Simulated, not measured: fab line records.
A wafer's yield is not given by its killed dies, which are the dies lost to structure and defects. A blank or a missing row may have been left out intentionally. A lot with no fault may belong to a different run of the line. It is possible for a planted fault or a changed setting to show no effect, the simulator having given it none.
2 desks, one fault ; flow n5_finfet ; numbers are kept per desk, each desk with only its own; the story behind them comes last

== TOOL OWNER'S DESK, rie_diel-02 ==
The tool's own readings at N5_FIN_CUT_CUT_ETCH_26 (etches SiNx in CH3F/O2, target depth 39 nm, time 55.7 s): means of the sampled wafers that have a number, for each lot that ran on this tool. If a lot's mean is further than 4 standard deviations from the usual mean, the lot is out of limits and carries the mark OUT (the distance appears in the brackets).
Columns: A = CH3F_flow_sccm at N5_FIN_CUT_CUT_ETCH_26, usual 30.00 sccm; B = drypump_motor_current_A at N5_FIN_CUT_CUT_ETCH_26, usual 5.9 A; C = oes_product_au at N5_FIN_CUT_CUT_ETCH_26, usual 0.76 a.u.; D = rf_vpp_V at N5_FIN_CUT_CUT_ETCH_26, usual 295 V; E = run_length_s at N5_FIN_CUT_CUT_ETCH_26, usual 79.0 s; F = showerhead_plenum_p_Torr at N5_FIN_CUT_CUT_ETCH_26, usual 1.98 Torr; G = throttle_valve_pct at N5_FIN_CUT_CUT_ETCH_26, usual 16.42 %
lot;first seen here;A;B;C;D;E;F;G
L929;day 3 06:14;30.07;6.4;0.76;296;79.1;2.00;16.47
L930;day 3 10:14;29.98;5.9;0.74;296;78.7;1.96;16.47
L932;day 4 01:32;30.03;5.5;0.74;293;76.7 (-4.6) OUT;1.92;16.38
L933;day 4 07:13;30.00;5.8;0.75;293;77.6;1.94;16.38
L934;day 4 10:09;30.10;6.5;0.79;294;77.3;2.00;16.61
L945;day 7 03:20;29.99;6.6;0.79;294;78.8;2.01;16.63
This desk's finding: out of limits on L932; first on L932, day 4 01:32 (run_length_s at N5_FIN_CUT_CUT_ETCH_26). L929, L930, L933, L934, L945 stayed within limits.

== METROLOGY DESK ==
Lot by lot, what the gauges showed, no matter which tool ran the lot: averages of those sampled wafers that carry a number. If a lot's mean is further than 4 standard deviations from the usual mean, the lot is out of limits and carries the mark OUT (the distance appears in the brackets). 7 of its 10 readings are shown, namely those furthest out on some lot.
Columns: A = DIBL_N at N5_BEOL_M4_RC_MEAS_101, usual 36.0 mV/V; B = DIBL_P at N5_BEOL_M4_RC_MEAS_101, usual 36.0 mV/V; C = IOFF_N at N5_BEOL_M4_RC_MEAS_101, usual 0.156 nA/um; D = ION_N at N5_BEOL_M4_RC_MEAS_101, usual 673 uA/um; E = SS_P at N5_BEOL_M4_RC_MEAS_101, usual 73.3 mV/dec; F = VT_N at N5_BEOL_M4_RC_MEAS_101, usual 250 mV; G = VT_P at N5_BEOL_M4_RC_MEAS_101, usual -250 mV
lot;first seen here;A;B;C;D;E;F;G
L929;day 8 13:30;35.7;37.4;0.154;670;73.0;251;-247
L930;day 8 22:27;36.0;35.3;0.141;664;73.2;252;-250
L933;day 9 15:53;36.8;35.4;0.167;671;73.5;250;-249
L932;day 9 17:29;37.4;36.3;0.173;677;73.3;247;-250
L934;day 10 00:16;36.7;35.8;0.166;684;73.7;248;-253
L946;day 13 08:37;34.3;34.2;0.139;673;73.1;250;-247
L947;day 13 10:40;35.7;36.0;0.146;677;72.8;251;-254
L945;day 13 12:47;38.0;37.7;0.196;684;74.0;247;-251
L948;day 14 00:35;36.4;37.2;0.172;686;73.2;247;-251
Result from this desk: across the 9 lots, nothing is out of limits.

== ALL TOGETHER ==
The tool owner's desk could have raised an alarm at day 4 01:32, on L932.
Metrology desk: nothing out of limits seen.
The metrology desk holds a record of L932, inside its limits.
Of the lots named, all ran N5_FIN_CUT_CUT_ETCH_26 on rie_diel-02.

== WHAT THE SIMULATOR PUT IN ==
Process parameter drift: rie_diel-02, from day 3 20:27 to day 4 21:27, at N5_FIN_CUT_CUT_ETCH_26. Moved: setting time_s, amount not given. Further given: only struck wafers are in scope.
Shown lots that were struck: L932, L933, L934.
Each desk's first reading out of limits, in hours after the fault started: the tool owner's desk, 5.
